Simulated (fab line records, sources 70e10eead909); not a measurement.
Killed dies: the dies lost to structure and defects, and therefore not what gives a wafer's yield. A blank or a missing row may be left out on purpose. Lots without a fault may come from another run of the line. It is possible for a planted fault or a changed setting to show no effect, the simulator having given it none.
Comparing a struck lot with a sound one	flow nandHarc	19 out of 1302 route steps
Sound: the wafers L238.2, L238.5, L238.6. The struck wafers were L246.2, L246.4, L246.6. At the end, the cause is stated.
Each step with rows lists, per side, the tool, then ch with its chambers, then its first start. Under that, the readings that differ: sound wafers	struck wafers	difference of the means	sigmas: that difference in standard deviations of wafers without a fault.
alike: a reading whose means differ by less than 2 such deviations, as well as words and numbers matching on both sides. not compared: withheld readings; readings where some wafer has no value; bounds like >300 that might hide an equal value; numbers whose values overlap and for which the record gives no deviation.
The two part at a step that has a row with sigmas, a row that says differs or no value, or rows on one side only. Numbers that have no deviation but don't overlap get no sigmas and don't part them. A reading missing from all wafers of one side parts the sides only when that side holds two or more wafers.

NHARC_A_BONDPAD_OVL_MEAS_35:
  sound: overlay-01 at day 24 00:26; struck: overlay-01 at day 27 12:26
  alike: overlayXNm, overlayYNm
then, 2 steps without rows for these wafers: NHARC_A_BONDPAD_HARDBAKE_10 (time 65 s); NHARC_A_BONDPAD_DESCUM_11 (chemistry O2, time 3 s).
NHARC_A_BONDPAD_ETCH_34: etches the open film in N2/H2, target depth 60 nm, overetch 18 nm, time 65.91 s.
  sound on rieDiel-06 ch 0,1,2, day 24 00:40; struck on rieDiel-06 ch 1,3, day 27 12:40
  alike: drypumpMotorCurrentA, oesProductAu, rfVppV, showerheadPlenumPTorr, throttleValvePct
  not compared: rfHoursCounterH
then, 1 step without rows for these wafers: NHARC_A_BONDPAD_ETCH_12 (etches the open film in CHF3/O2, target depth 220 nm, time 110 s).
NHARC_A_BONDPAD_CD_MEAS_13:
  sound: cdSem-03 at day 24 00:53; struck: cdSem-01 at day 27 12:56
  alike: cdNm
then, 1 step without rows for these wafers: NHARC_A_BONDPAD_STRIP_15 (strips in O2).
NHARC_A_BONDPAD_ETCH_24: etches the open film in CF4/N2, target depth 30 nm, time 72.99 s.
  sound: rieDiel-13 ch 1,2,3; struck: rieDiel-13 ch 0,2,3
  alike: drypumpMotorCurrentA, oesProductAu, rfVppV, showerheadPlenumPTorr, throttleValvePct
  not compared: rfHoursCounterH
then, 1 step without rows for these wafers: NHARC_A_BONDPAD_STRIP_16 (strips in post etch residue remover, time 600 s).
NHARC_A_BONDPAD_DEGAS_25: time 60 s.
  sound: pvdSputter-01 at day 24 01:32; struck: pvdSputter-02 at day 27 13:33
reading	sound	struck	difference	sigmas
susceptorTempC (C)	- - -	300.32 299.83 300.06	no value on the sound wafers	
  alike: heaterPowerW
NHARC_A_BONDPAD_PRE_CLEAN_26: time 30 s.
  sound on pvdSputter-01; struck on pvdSputter-02
  alike: heaterPowerW, susceptorTempC
then, 1 step without rows for these wafers: NHARC_A_BONDPAD_PVD_17 (deposits TaN, target thk 5 nm, time 8.06 s).
NHARC_A_BONDPAD_PVD_27: deposits Cu, target thk 30 nm, time 20.49 s.
  sound: pvdSputter-01 at day 24 01:47; struck: pvdSputter-02 at day 27 13:47
reading	sound	struck	difference	sigmas
throttleValvePct (%)	30.6 31.1 31.2	29.5 27.7 28.9	-2.3	-2
then, 2 steps without rows for these wafers: NHARC_A_BONDPAD_ECD_18 (material Cu, target thk 400 nm); NHARC_A_BONDPAD_ANNEAL_28 (time 90 s).
NHARC_A_BONDPAD_CMP_19: polishes, t overpolish 30 s, cu recess touch 16 s, target thk 169.82 nm.
  sound on cmp-01 ch 0,1, day 24 02:39; struck on cmp-04 ch 0,1,3, day 27 14:38
  alike: motorCurrentA, overpolishRunS, slurryFilterDpKPa
then, 1 step without rows for these wafers: NHARC_A_BONDPAD_SRD_21 (time 30 s, dry time 20 s).
NHARC_A_BONDPAD_INSPECT_23:
  sound: defectInspect-01 at day 24 03:11; struck: defectInspect-01 at day 27 15:11
reading	sound	struck	difference	sigmas
rawDefectCount	423 445 420	729 613 667	+240	+2
NHARC_END_SORT_01:
  sound on prober-02 ch 0, day 26 08:30; struck on prober-02 ch 0, day 28 20:27
reading	sound	struck	difference	sigmas
hold	- - -	awaitDispo/1.9h/scrap awaitDispo/1.9h/scrap awaitDispo/1.9h/scrap	no value on the sound wafers	
defectLimitedYield (%)	91.9 92.9 92.8	0 0 0	-93	-34
killedAtArray	44 41 40	673 674 675	+632	+35
killedDies	55 48 49	677 677 677	+626	+35
sort_bin_2_pct (%)	3.1 1.5 3.0	92.2 91.3 94.7	+90.2	+75
sortNPass	622 629 628	0 0 0	-626	-35
sortRimYieldPct (%)	90 91 93	0 0 0	-91	-22
sortYieldPct (%)	91.9 92.9 92.8	0 0 0	-93	-34
  alike: killedAtOther, killedAtPeriphery, killedOpen, killedShort, sort_bin_3_pct, sort_bin_4_pct

== WHERE THEY PART ==
First at NHARC_A_BONDPAD_DEGAS_25; last, within this record, at NHARC_END_SORT_01.

WHY: whatever the simulator had introduced
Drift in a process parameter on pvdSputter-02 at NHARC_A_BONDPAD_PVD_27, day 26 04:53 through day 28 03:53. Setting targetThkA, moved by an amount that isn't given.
